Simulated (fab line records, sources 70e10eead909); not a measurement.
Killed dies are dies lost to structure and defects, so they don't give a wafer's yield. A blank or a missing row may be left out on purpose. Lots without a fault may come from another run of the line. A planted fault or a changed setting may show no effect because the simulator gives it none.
Chamber matching | flow nand_harc | NHARC_P_M0_PRE_CLEAN_31 on pecvd-03: 3 sister chambers
The step time 12 s. 14 wafers are shown with their chamber, then 7 later ones without.

WAFERS WITH THEIR CHAMBER
wafer  | chamber | heater_power_outer_w (W) | heater_power_w (W)
L076.2 | 1       | 334                      | 577
L076.4 | 0       | 427                      | 732
L076.5 | 1       | 327                      | 582
L077.1 | 1       | 310                      | 550
L077.2 | 2       | 455                      | 729
L077.3 | 0       | 408                      | 668
L083.3 | 2       | 405                      | 645
L083.5 | 2       | 404                      | 646
L083.6 | 1       | 362                      | 611
L085.1 | 2       | 431                      | 706
L085.5 | 0       | 491                      | 783
L085.6 | 1       | 340                      | 592
L087.2 | 0       | 479                      | 781
L087.3 | 1       | 345                      | 562

SIGNATURES (means of the wafers above)
reading              | chamber 0 | chamber 1 | chamber 2 | scatter within a chamber
heater_power_outer_w | 451.25    | 336.33    | 423.75    | 27.2
heater_power_w       | 741.00    | 579.00    | 681.50    | 38.8
Rule: a wafer's distance from a chamber is the root of the sum, over the readings, of the square of ((its reading less the chamber's mean) divided by the reading's scatter). The wafer belongs to the nearest chamber; if the next one is less than 2 further off, it can't be placed. The scatter: the root of (the sum of the squares of (reading less its chamber's mean) over the shown wafers, divided by (wafers less chambers)).

WAFERS WITHOUT THEIR CHAMBER
wafer  | heater_power_outer_w (W) | heater_power_w (W)
L087.5 | 505                      | 739
L094.3 | 341                      | 587
L094.4 | 483                      | 754
L094.5 | 442                      | 712
L096.1 | 465                      | 752
L096.3 | 318                      | 570
L096.6 | 461                      | 728

WHICH CHAMBER EACH WENT THROUGH
wafer  | from the rows above     | in truth
L087.5 | can't be placed: 0 or 2 | 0
L094.3 | 1                       | 1
L094.4 | can't be placed: 0 or 2 | 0
L094.5 | can't be placed: 0 or 2 | 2
L096.1 | can't be placed: 0 or 2 | 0
L096.3 | 1                       | 1
L096.6 | can't be placed: 0 or 2 | 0
Placed correctly: 2 of 7. Can't be placed from these rows: 5 (the true chamber is among the candidates in 5). Placed wrongly: 0.
